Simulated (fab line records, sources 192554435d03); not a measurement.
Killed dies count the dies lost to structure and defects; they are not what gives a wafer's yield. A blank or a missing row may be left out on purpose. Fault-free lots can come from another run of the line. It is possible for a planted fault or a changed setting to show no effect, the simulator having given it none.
Which tool was responsible?	flow n5Finfet	37 wafers from 13 lots sampled at 7 of the route's 1938 steps

== WHAT EACH GAUGE READ, for each wafer ==
N5_SD_EPI_P_CD_MEAS_09: the cd target is 240 nm. Usual: 240.2 nm for cdNm, sd 0.82.
lot	measured	on	cdNm (nm)	flag
L674	day 3 20:08	cdSem-03	240.3 240.7	
L676	day 4 08:50	cdSem-03	238.7 238.3 240.2	
L677	day 4 11:21	cdSem-01	239.2 238.6 239.6	
L678	day 4 18:09	cdSem-03	239.7 239.5 239.2	
L679	day 4 22:50	cdSem-02	240.6 240.3 241.3	
L681	day 5 12:14	cdSem-03	239.8 239.2 240.3	
L683	day 6 02:56	cdSem-02	240.1 240.8 239.6	
L684	day 6 06:33	cdSem-02	241.8 241.2	
L685	day 6 10:49	cdSem-03	239.4 240.0 239.8	
L687	day 7 00:50	cdSem-01	241.3 240.5 241.0	
L690	day 7 18:33	cdSem-01	242.1 241.5 242.3	
L692	day 8 07:40	cdSem-01	241.1 240.5 240.6	
L695	day 8 22:28	cdSem-03	240.3 240.2 240.7	

N5_SD_EPI_P_INSPECT_11: inspects for defects (macro). Usual: 2.2 for rawDefectCount, sd 1.5.
lot	measured	on	rawDefectCount	flag
L674	day 3 20:11	defectInspect-02	1 1	
L676	day 4 08:53	defectInspect-01	0 4 1	
L677	day 4 11:24	defectInspect-02	5 3 2	
L678	day 4 18:12	defectInspect-01	1 1 3	
L679	day 4 22:53	defectInspect-01	2 1 3	
L681	day 5 12:17	defectInspect-02	1 2 1	
L683	day 6 03:17	defectInspect-02	2 1 0	
L684	day 6 06:36	defectInspect-01	0 2	
L685	day 6 10:52	defectInspect-02	1 3 1	
L687	day 7 00:53	defectInspect-02	8 3 3	
L690	day 7 18:36	defectInspect-02	2 1 0	
L692	day 8 07:43	defectInspect-01	3 3 2	
L695	day 8 22:31	defectInspect-02	4 4 2	

N5_SD_EPI_P_EPI_MEAS_23. Usual: 60.7 nm for thkNm, sd 1.2.
lot	measured	on	thkNm (nm)	flag
L674	day 4 00:38	filmMetro-01	61.0 61.0	
L676	day 4 12:28	filmMetro-02	62.1 62.2 61.4	
L677	day 4 15:15	filmMetro-02	61.0 60.4 60.2	
L678	day 4 22:37	filmMetro-01	61.4 64.0 60.0	
L679	day 5 02:31	filmMetro-02	59.5 59.9 60.0	
L681	day 5 16:53	filmMetro-02	62.5 60.6 59.3	
L683	day 6 06:52	filmMetro-01	59.8 62.3 60.7	
L684	day 6 12:08	filmMetro-01	59.6 61.2	
L685	day 6 14:28	filmMetro-01	61.0 61.1 61.4	
L687	day 7 05:26	filmMetro-01	61.0 59.2 62.1	
L690	day 8 00:08	filmMetro-01	61.2 63.5 60.8	
L692	day 8 14:22	filmMetro-01	59.5 61.2 59.8	
L695	day 9 02:08	filmMetro-02	2.0 61.9 62.7	OFF

N5_BEOL_M4_RC_MEAS_101. Usual: DIBL_N 36.0 mV/V, standard deviation 2.2; DIBL_P 36.2 mV/V, standard deviation 2.4; IOFF_N 0.16 nA/um, standard deviation 0.035; IOFF_P 0.21 nA/um, standard deviation 0.037; ION_N 672 uA/um, standard deviation 13; ION_P 461 uA/um, standard deviation 7; SS_N 71.4 mV/dec, standard deviation 0.69; SS_P 73.2 mV/dec, standard deviation 0.75; VT_N 250 mV, standard deviation 3.4; VT_P -251 mV, standard deviation 3.
lot	measured	on	DIBL_N (mV/V)	DIBL_P (mV/V)	IOFF_N (nA/um)	IOFF_P (nA/um)	ION_N (uA/um)	ION_P (uA/um)	SS_N (mV/dec)	SS_P (mV/dec)	VT_N (mV)	VT_P (mV)	flag
L674	day 9 10:32	prober-01	38.5 39.2	37.1 37.9	0.18 0.21	0.22 0.24	671 679	458 458	72.7 71.8	73.8 73.9	247 248	-250 -246	
L676	day 10 16:19	prober-02	34.8 34.9 33.5	35.5 35.1 34.3	0.14 0.14 0.12	0.20 0.20 0.18	672 666 661	463 462 457	70.9 70.7 70.3	73.6 72.9 72.7	252 251 254	-252 -248 -251	
L677	day 10 20:53	prober-02	37.0 36.6 34.1	39.5 38.0 35.2	0.18 0.17 0.13	0.26 0.23 0.19	667 674 660	465 460 463	72.0 71.6 71.6	74.1 74.1 72.9	252 248 254	-250 -251 -254	
L678	day 10 19:05	prober-01	35.2 32.3 35.6	34.8 32.9 36.0	0.14 0.11 0.14	0.18 0.16 0.19	665 655 667	455 454 461	71.1 70.3 71.0	72.2 71.8 72.8	253 254 251	-255 -252 -254	
L679	day 10 19:42	prober-02	34.2 36.7 36.2	33.5 37.9 36.5	0.13 0.18 0.16	0.18 0.24 0.22	675 684 683	465 471 460	70.3 71.8 70.8	72.5 73.6 73.1	252 246 249	-250 -246 -250	
L681	day 11 21:04	prober-02	40.6 37.0 39.7	41.8 38.9 41.3	0.22 0.14 0.20	0.27 0.20 0.24	697 661 671	467 457 457	72.3 71.7 72.9	74.2 73.3 74.5	246 254 247	-247 -249 -249	
L683	day 12 09:06	prober-02	31.8 35.7 34.3	33.3 37.8 35.4	0.11 0.16 0.15	0.16 0.22 0.19	651 663 670	452 458 457	70.9 72.4 71.0	73.1 73.2 73.0	254 248 251	-254 -252 -253	
L684	day 12 07:36	prober-02	37.4 40.8	37.5 40.8	0.16 0.24	0.22 0.28	669 692	457 470	71.3 72.7	73.8 74.1	252 244	-249 -248	
L685	day 12 06:52	prober-01	37.0 35.4 37.6	37.3 34.3 37.9	0.17 0.15 0.19	0.23 0.19 0.25	671 675 684	464 463 467	72.0 71.1 72.0	73.7 72.8 73.7	249 248 248	-248 -253 -249	
L687	day 13 11:36	prober-02	35.1 35.3 35.8	36.3 35.5 37.0	0.15 0.15 0.16	0.22 0.19 0.23	664 677 677	461 457 463	71.1 70.9 71.8	73.1 73.1 73.0	248 251 250	-250 -252 -248	
L690	day 13 16:46	prober-01	40.9 38.3 38.9	41.1 37.2 38.2	0.26 0.18 0.20	0.30 0.23 0.24	700 689 691	476 466 462	72.6 71.8 71.8	75.2 73.6 74.7	243 249 249	-247 -251 -249	
L692	day 14 04:13	prober-01	36.3 36.5 39.1	35.8 36.5 39.1	0.16 0.16 0.21	0.18 0.19 0.23	681 684 696	460 460 462	71.5 71.9 71.9	72.7 73.1 73.3	248 253 245	-254 -252 -251	
L695	day 15 05:25	prober-01	37.5 36.2	37.4 36.2	0.18 0.16	0.24 0.21	682 678	473 466	71.7 71.3	73.2 73.0	249 250	-247 -248	

== EACH LOT AND THE TOOL THAT RAN IT (in order: tool; ch and the chambers of the sampled wafers; start) ==
lot	N5_SD_EPI_N_LINER_46	N5_SD_EPI_P_ETCHBACK_46	N5_SD_EPI_P_ETCH_47
L674	aldSin-01 ch 0,1, day 3 19:37	rieDiel-01 ch 0,1, day 3 20:38	rieDiel-01 ch 0,1, day 3 20:44
L676	aldSin-04 ch 0,2, day 4 08:05	rieDiel-01 ch 0,1, day 4 09:20	rieDiel-01 ch 0,1, day 4 09:26
L677	aldSin-01 ch 0,2,3, day 4 10:49	rieDiel-02 ch 0,2, day 4 12:07	rieDiel-02 ch 0,2, day 4 12:13
L678	aldSin-04 ch 0,2, day 4 17:37	rieDiel-05 ch 0,2,3, day 4 18:39	rieDiel-05 ch 0,2,3, day 4 18:45
L679	aldSin-03 ch 0,2, day 4 22:18	rieDiel-01 ch 0,1, day 4 23:20	rieDiel-01 ch 0,1, day 4 23:26
L681	aldSin-04 ch 0,2,3, day 5 11:43	rieDiel-01 ch 0,1,2, day 5 12:44	rieDiel-01 ch 0,1,2, day 5 12:50
L683	aldSin-04 ch 1,2, day 6 02:17	rieDiel-02 ch 0,1,3, day 6 03:44	rieDiel-02 ch 0,1,3, day 6 03:50
L684	aldSin-03 ch 1, day 6 05:54	rieDiel-05 ch 0,1, day 6 07:03	rieDiel-05 ch 0,1, day 6 07:09
L685	aldSin-04 ch 0,2, day 6 10:18	rieDiel-01 ch 0,1,3, day 6 11:19	rieDiel-01 ch 0,1,3, day 6 11:25
L687	aldSin-03 ch 0,2, day 7 00:11	rieDiel-05 ch 0,2,3, day 7 01:20	rieDiel-05 ch 0,2,3, day 7 01:26
L690	aldSin-04 ch 0,1,3, day 7 17:54	rieDiel-05 ch 0,3, day 7 19:03	rieDiel-05 ch 0,3, day 7 19:09
L692	aldSin-03 ch 0,2,3, day 8 07:00	rieDiel-01 ch 0,1,3, day 8 09:16	rieDiel-01 ch 0,1,3, day 8 09:22
L695	aldSin-03 ch 0,2,3, day 8 21:49	rieDiel-01 ch 0,3, day 8 22:58	rieDiel-01 ch 0,3, day 8 23:04
- N5_SD_EPI_N_LINER_46: material SiNx, target thk 3 nm.
- N5_SD_EPI_P_ETCHBACK_46: etches SiNx in CH3F/O2, stops on SiO2, target depth 17.5 nm.
- N5_SD_EPI_P_ETCH_47: etches SiOCN in CH3F/O2, target depth 25 nm.

== AS READ BY THE TOOLS THEMSELVES (means over the sampled wafers that have a number; for cases with no such wafer, the mark the record gives instead) ==
N5_SD_EPI_N_LINER_46. Usual: 841 W for heaterPowerW, sd 100.
lot	tool	heaterPowerW (W)	flag
L674	aldSin-01	904	
L676	aldSin-04	937	
L677	aldSin-01	786	
L678	aldSin-04	921	
L679	aldSin-03	914	
L681	aldSin-04	887	
L683	aldSin-04	889	
L684	aldSin-03	833	
L685	aldSin-04	935	
L687	aldSin-03	909	
L690	aldSin-04	853	
L692	aldSin-03	817	
L695	aldSin-03	812	

N5_SD_EPI_P_ETCHBACK_46. Usual: drypumpMotorCurrentA 5.9 A, standard deviation 0.34; oesProductAu 0.67 a.u., standard deviation 0.079; rfVppV 299 V, standard deviation 6; showerheadPlenumPTorr 2.03 Torr, standard deviation 0.061; throttleValvePct 16.46 %, standard deviation 0.2.
lot	tool	drypumpMotorCurrentA (A)	oesProductAu (a.u.)	rfVppV (V)	showerheadPlenumPTorr (Torr)	throttleValvePct (%)	flag
L674	rieDiel-01	6.0	0.70	296	2.06	16.62	
L676	rieDiel-01	6.0	0.66	292	2.06	16.69	
L677	rieDiel-02	5.7	0.64	299	2.05	16.53	
L678	rieDiel-05	5.6	0.62	299	2.02	16.43	
L679	rieDiel-01	6.1	0.71	300	2.05	16.58	
L681	rieDiel-01	6.0	0.66	296	2.00	16.61	
L683	rieDiel-02	5.8	0.68	298	2.08	16.46	
L684	rieDiel-05	6.0	0.64	302	2.04	16.39	
L685	rieDiel-01	6.0	0.70	298	2.05	16.55	
L687	rieDiel-05	5.6	0.61	300	2.02	16.46	
L690	rieDiel-05	5.9	0.59	300	2.06	16.57	
L692	rieDiel-01	6.0	0.69	298	2.04	16.58	
L695	rieDiel-01	6.1	0.69	305	2.04	16.46	

N5_SD_EPI_P_ETCH_47. Usual: drypumpMotorCurrentA 5.9 A, standard deviation 0.34; oesProductAu 0.78 a.u., standard deviation 0.098; rfVppV 127.9 V, standard deviation 2.5; showerheadPlenumPTorr 2.03 Torr, standard deviation 0.061; throttleValvePct 16.43 %, standard deviation 0.2.
lot	tool	drypumpMotorCurrentA (A)	oesProductAu (a.u.)	rfVppV (V)	showerheadPlenumPTorr (Torr)	throttleValvePct (%)	flag
L674	rieDiel-01	6.0	0.81	127.0	2.06	16.62	
L676	rieDiel-01	6.0	0.78	124.8	2.06	16.67	
L677	rieDiel-02	5.7	0.74	127.3	2.05	16.51	
L678	rieDiel-05	5.6	0.72	128.3	2.02	16.42	
L679	rieDiel-01	6.2	0.84	127.9	2.05	16.56	
L681	rieDiel-01	6.0	0.77	126.2	2.00	16.57	
L683	rieDiel-02	5.8	0.79	128.5	2.08	16.44	
L684	rieDiel-05	6.1	0.73	130.2	2.04	16.37	
L685	rieDiel-01	6.0	0.82	127.9	2.05	16.52	
L687	rieDiel-05	5.6	0.72	127.5	2.02	16.43	
L690	rieDiel-05	5.9	0.69	127.9	2.06	16.53	
L692	rieDiel-01	6.0	0.81	127.6	2.04	16.55	
L695	rieDiel-01	6.1	0.69	130.4	2.03	16.45	

== THE ANSWER, worked out from the rows above alone ==
Rule: take the mean of a lot's wafers that have a number; if it is more than 3 standard deviations from the usual mean, the lot is off. Also off: a lot with no number at a reading for which 4 or more lots have one. All remaining lots with rows at the step are treated as sound. Order of review: gauges by route order, followed by the tools' own readings, for which a lot's mean as printed above is used. The first step at which some lot is off is used, and at that step the reading that is off furthest; a lot without a number counts as furthest.
Off, at N5_SD_EPI_P_EPI_MEAS_23 on thkNm: L695.
A tool fits if, at a process step before that reading, it ran every lot that is off, and no sound lot after the first of them. Those tools and the gauges at N5_SD_EPI_P_EPI_MEAS_23 are tried in the same way. Can't be told from this: 3 tools fit, aldSin-03 at N5_SD_EPI_N_LINER_46, rieDiel-01 at N5_SD_EPI_P_ETCHBACK_46 and N5_SD_EPI_P_ETCH_47, filmMetro-02 at N5_SD_EPI_P_EPI_MEAS_23.

== WHAT WAS PUT IN BY THE SIMULATOR ==
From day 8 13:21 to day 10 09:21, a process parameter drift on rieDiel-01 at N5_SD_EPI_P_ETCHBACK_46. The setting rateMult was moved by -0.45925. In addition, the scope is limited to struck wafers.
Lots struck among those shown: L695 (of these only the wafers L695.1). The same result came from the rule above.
